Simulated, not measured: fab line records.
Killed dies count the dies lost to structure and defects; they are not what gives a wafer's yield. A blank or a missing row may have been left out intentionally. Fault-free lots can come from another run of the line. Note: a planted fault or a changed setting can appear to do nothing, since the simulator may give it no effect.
Matching of chambers | flow nand_harc | 4 sister chambers for NHARC_A_CHANNEL_HOLE_D1_ETCH_44 on rie_diel-11
The step etches the open film in CF4/O2, target depth 140 nm, overetch 14 nm, time 77 s. 14 wafers are shown with their chamber, then 7 later ones without.

== WAFERS PAIRED WITH THEIR CHAMBERS ==
wafer  | chamber | showerhead_plenum_p_Torr (Torr) | drypump_motor_current_A (A) | throttle_valve_pct (%)
L610.1 | 1       | 1.24                            | 6.2                         | 13.396
L610.3 | 2       | 1.35                            | 5.5                         | 13.414
L610.4 | 0       | 1.40                            | 6.4                         | 13.376
L613.3 | 3       | 1.30                            | 5.9                         | 13.410
L613.4 | 2       | 1.35                            | 5.5                         | 13.388
L613.6 | 0       | 1.39                            | 6.5                         | 13.404
L614.1 | 1       | 1.24                            | 6.2                         | 13.401
L614.2 | 0       | 1.39                            | 6.5                         | 13.411
L614.6 | 1       | 1.24                            | 6.2                         | 13.403
L628.2 | 1       | 1.24                            | 6.2                         | 13.392
L628.3 | 2       | 1.35                            | 5.5                         | 13.412
L628.6 | 0       | 1.39                            | 6.5                         | 13.379
L629.2 | 2       | 1.35                            | 5.6                         | 13.405
L629.5 | 3       | 1.30                            | 5.9                         | 13.412

SIGNATURES, as means of the wafers listed above
reading                  | chamber 0 | chamber 1 | chamber 2 | chamber 3 | scatter within a chamber
showerhead_plenum_p_Torr | 1.3925    | 1.2400    | 1.3500    | 1.3000    | 0.00274
drypump_motor_current_A  | 6.475     | 6.200     | 5.525     | 5.900     | 0.0387
throttle_valve_pct       | 13.39250  | 13.39800  | 13.40475  | 13.41100  | 0.0119
Rule: for each reading, subtract the chamber's mean from the wafer's reading, divide by that reading's scatter and square the result; add these up over the readings and take the root, which gives the wafer's distance from the chamber. The wafer belongs to the nearest chamber; if the next one is less than 2 further off, it can't be placed. The scatter is the square root of a quotient: the sum, over the shown wafers, of each reading's squared deviation from its chamber's mean, divided by wafers minus chambers.

== WAFERS WHOSE CHAMBER IS MISSING ==
wafer  | showerhead_plenum_p_Torr (Torr) | drypump_motor_current_A (A) | throttle_valve_pct (%)
L629.6 | 1.35                            | 5.5                         | 13.390
L630.2 | 1.24                            | 6.1                         | 13.408
L630.3 | 1.35                            | 5.5                         | 13.387
L630.6 | 1.24                            | 6.2                         | 13.407
L632.2 | 1.24                            | 6.1                         | 13.391
L632.5 | 1.39                            | 6.4                         | 13.398
L632.6 | 1.30                            | 5.8                         | 13.395

== EACH ONE'S CHAMBER ==
wafer  | from the rows above | in truth
L629.6 | 2                   | 2
L630.2 | 1                   | 1
L630.3 | 2                   | 2
L630.6 | 1                   | 1
L632.2 | 1                   | 1
L632.5 | 0                   | 0
L632.6 | 3                   | 3
Correct placement for 7 of the 7. Can't be placed from these rows: 0. Number placed wrongly: 0.
